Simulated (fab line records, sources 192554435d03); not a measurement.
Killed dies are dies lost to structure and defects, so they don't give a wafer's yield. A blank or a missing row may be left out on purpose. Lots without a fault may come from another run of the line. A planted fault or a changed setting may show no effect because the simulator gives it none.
A struck lot beside a sound one | flow n5_finfet | 44 steps out of a route of 1938
Sound: wafers L919.1, L919.2, L919.5. Struck: wafer L938.6. (L938.2, L938.3 of the same lot were not struck and are left out.) The cause comes at the end.
At each step with rows: each side's tool, then ch and its chambers, then its first start. Under that, the readings that differ: sound wafers | struck wafers | difference of the means | sigmas: that difference in standard deviations of wafers without a fault.
alike: readings whose means differ by less than 2 such deviations, and words and numbers that are the same on both sides. not compared: withheld readings, readings that some wafer has no value for, bounds like >300 that may hide the same value, and numbers for which the record gives no deviation and whose values overlap.
The two part at a step that has a row with sigmas, a row that says differs or no value, or rows on one side only. Numbers that don't overlap but have no deviation are shown without sigmas and don't part them. A reading that every wafer of one side lacks parts them only if that side has two wafers or more.

N5_BEOL_M5_CD_MEAS_28: target cd 30.6 nm, target cd y 20 nm.
  sound on cd_sem-02 ch 0, day 8 05:46; struck on cd_sem-03 ch 0, day 13 06:16
  alike: cd_nm
N5_BEOL_M5_OVL_MEAS_29:
  sound on overlay-02 ch 0, day 8 05:47; struck on overlay-01 ch 0, day 13 06:17
  alike: V4_OVL
N5_BEOL_M5_INSPECT_30: inspects for defects (brightfield).
  sound on defect_inspect-01, day 8 05:51; struck on defect_inspect-01, day 13 06:20
  alike: raw_defect_count
then, 6 steps without rows for these wafers: N5_BEOL_M5_DESCUM_33 (chemistry O2, time 7 s); N5_BEOL_M5_ETCH_75 (etches underlayer in N2/H2, target depth 6.5 nm, time 5.2 s); N5_BEOL_M5_ETCH_67 (etches SiARC in CF4, target depth 15.6 nm, time 26 s); N5_BEOL_M5_ETCH_68 (etches SOC in N2/H2, target depth 80 nm, overetch 16 nm, time 120 s); N5_BEOL_M5_STRIP_69 (strips in N2/H2); N5_BEOL_M5_STRIP_76 (strips in N2/H2).
N5_BEOL_M5_VIA_ETCH_34: etches SiCOH lowk in C4F6/O2, target depth 88.3 nm, time 39.2 s.
  sound on rie_diel-03 ch 0,1,2, day 8 06:04; struck on rie_diel-03 ch 0, day 13 06:34
  alike: chamber_pressure_mTorr, drypump_motor_current_A, oes_product_au, rf_vpp_V, showerhead_plenum_p_Torr, throttle_valve_pct
  not compared: rf_hours_counter_h
then, 2 steps without rows for these wafers: N5_BEOL_M5_STRIP_85 (strips in C4F6/O2); N5_BEOL_M5_STRIP_36 (strips in N2/H2).
N5_BEOL_M5_TRENCH_ETCH_37: etches SiCOH lowk in C4F6/O2, target depth 71.652 nm, time 24.7 s.
  sound on rie_diel-03 ch 0,1,2, day 8 06:09; struck on rie_diel-03 ch 0, day 13 06:38
  reading                                    | sound             | struck | difference | sigmas
  oes_product_au (a.u.)                      | 0.85 0.70 0.92    | 0.61   | -0.21      | -3
  model.BEOL_M5.feature_depth_nm (nm)        | 72.8 70.6 73.2    | 45.6   | -26.6      |
  model.etch.depth_nm (nm)                   | 72.86 70.51 73.23 | 45.62  | -26.58     |
  model.TiN_of_BEOL_M5_HM_DEP_02.thk_nm (nm) | 17.8 18 18        | 19     | +1         |
  alike: chamber_pressure_mTorr, drypump_motor_current_A, rf_vpp_V, showerhead_plenum_p_Torr, throttle_valve_pct
  not compared: rf_hours_counter_h
then, 2 steps without rows for these wafers: N5_BEOL_M5_ETCH_41 (etches SiCN in CH3F/O2, target depth 31.5 nm, time 56.7 s); N5_BEOL_M5_STRIP_91 (strips in N2/H2, time 10 s).
N5_BEOL_M5_OCD_MEAS_38:
  sound on ocd-02, day 8 06:18; struck on ocd-01, day 13 06:48
  reading              | sound          | struck | difference | sigmas
  trench_depth_nm (nm) | 72.5 70.7 73.7 | 45.7   | -26.6      | -19
then, 4 steps without rows for these wafers: N5_BEOL_M5_HM_STRIP_39 (strips TiN in peroxide tin strip, target depth 25 nm, time 158 s); N5_BEOL_M5_SRD_40 (time 30 s); N5_BEOL_M5_PRECLEAN_42 (cleans in residue remover, time 60 s); N5_BEOL_M5_SRD_43 (time 30 s).
N5_BEOL_M5_CD_MEAS_35: target cd 28 nm, target cd y 24 nm.
  sound on cd_sem-03, day 8 06:27; struck on cd_sem-03, day 13 06:57
  alike: cd_nm
then, 1 step without rows for these wafers: N5_BEOL_M5_CURE_80 (cures SiCOH lowk, time 120 s).
N5_BEOL_M5_DEGAS_44: time 60 s.
  sound on pvd_sputter-02, day 8 06:56; struck on pvd_sputter-02, day 13 07:20
  alike: heater_power_w
then, 4 steps without rows for these wafers: N5_BEOL_M5_PRE_CLEAN_45 (time 30 s); N5_BEOL_M5_ALD_86 (deposits TaN, pulse time 2 s, purge time 3 s, co reactant purge time 2 s); N5_BEOL_M5_SURFACE_TREAT_87; N5_BEOL_M5_CVD_47 (deposits Co from CCTBA/H2, target thk 3 nm, time 216 s).
N5_BEOL_M5_SPUTTER_48: material Cu, target thk 15 nm, time 27.62 s.
  sound on pvd_sputter-02, day 8 07:36; struck on pvd_sputter-02, day 13 08:09
  reading                | sound          | struck | difference | sigmas
  throttle_valve_pct (%) | 30.5 29.2 29.0 | 32.4   | +2.8       | +3
then, 6 steps without rows for these wafers: N5_BEOL_M5_ANNEAL_49 (time 1800 s); N5_BEOL_M5_SPUTTER_81 (material Cu, target thk 15 nm, time 27.62 s); N5_BEOL_M5_ANNEAL_82 (time 1800 s); N5_BEOL_M5_SPUTTER_83 (material Cu, target thk 15 nm, time 27.62 s); N5_BEOL_M5_ANNEAL_84 (time 1800 s); N5_BEOL_M5_SPUTTER_88 (material Cu, target thk 15 nm, time 27.62 s).
N5_BEOL_M5_ANNEAL_89: time 1800 s.
  sound on pvd_sputter-02, day 8 10:56; struck on pvd_sputter-02, day 13 11:29
  alike: heater_power_w
then, 3 steps without rows for these wafers: N5_BEOL_M5_SPUTTER_90 (material Cu, target thk 4.5 nm, time 8.29 s); N5_BEOL_M5_ECD_50 (material Cu, target thk 300 nm); N5_BEOL_M5_ANNEAL_51 (time 90 s).
N5_BEOL_M5_CMP_52: polishes, stops on SiCOH lowk, t overpolish 6.9 s, target thk 62 nm.
  sound on cmp-03 ch 1,2, day 8 12:29; struck on cmp-04 ch 1, day 13 13:11
  reading                                | sound          | struck | difference | sigmas
  model.Cu_of_BEOL_M5_ECD_50.thk_nm (nm) | 61.8 60.4 62.6 | 33.4   | -28.2      |
  alike: barrier_field_endpoint_s, motor_current_A, overpolish_run_s, time_to_endpoint_s
N5_BEOL_M5_THK_MEAS_53: measures by xrf.
  sound on film_metro-02, day 8 12:44; struck on film_metro-01, day 13 13:28
  reading     | sound          | struck | difference | sigmas
  M5_THK (nm) | 62.4 60.8 63.3 | 34.6   | -27.6      | -13
then, 1 step without rows for these wafers: N5_BEOL_M5_PRE_CLEAN_77 (time 15 s).
N5_BEOL_M5_CO_CAP_78: material Co, precursor CCTBA/H2, target thk 2 nm, time 102.1 s.
  sound on cvd_co-02 ch 0,1,2, day 8 12:49; struck on cvd_co-02 ch 0, day 13 13:33
  alike: heater_power_w
N5_BEOL_M5_RS_MEAS_57: measures by four-point-probe.
  sound on film_metro-02, day 8 13:00; struck on film_metro-02, day 13 13:44
  reading        | sound             | struck | difference | sigmas
  M5_RS (ohm/sq) | 0.388 0.400 0.382 | 0.843  | +0.453     | +30
-- the record jumps here: 3 days lie between the struck wafers' starts before and after (it left off in module BEOL_M5 and takes up again in module BEOL_M15, whose first step shown is number 1830 of the route) --
N5_BEOL_M15_RC_MEAS_101:
  sound on prober-01 ch 0, day 11 20:41; struck on prober-01 ch 0, day 16 16:17
  reading                   | sound             | struck | difference | sigmas
  SERP_M12 (ohm/um)         | 0.648 0.617 0.666 | 0.594  | -0.050     | -2
  SERP_M5 (ohm/um)          | 39.5 40.9 37.9    | 78.7   | +39.3      | +20
  SERP_M5_max_site (ohm/um) | 39.9 42.4 38.2    | 80.0   | +39.8      | +18
  SERP_M7 (ohm/um)          | 15.3 15.8 14.0    | 13.6   | -1.4       | -2
  alike: COMB_M10, COMB_M11, COMB_M12, COMB_M13, COMB_M14, COMB_M15, COMB_M6, COMB_M7, COMB_M8, COMB_M9, SERP_M10, SERP_M11, SERP_M13, SERP_M14, SERP_M6, SERP_M8, SERP_M9, SERP_M9_max_site

WHERE THEY PART
First at N5_BEOL_M5_TRENCH_ETCH_37; last, within this record, at N5_BEOL_M15_RC_MEAS_101.

WHY: what the simulator had put in
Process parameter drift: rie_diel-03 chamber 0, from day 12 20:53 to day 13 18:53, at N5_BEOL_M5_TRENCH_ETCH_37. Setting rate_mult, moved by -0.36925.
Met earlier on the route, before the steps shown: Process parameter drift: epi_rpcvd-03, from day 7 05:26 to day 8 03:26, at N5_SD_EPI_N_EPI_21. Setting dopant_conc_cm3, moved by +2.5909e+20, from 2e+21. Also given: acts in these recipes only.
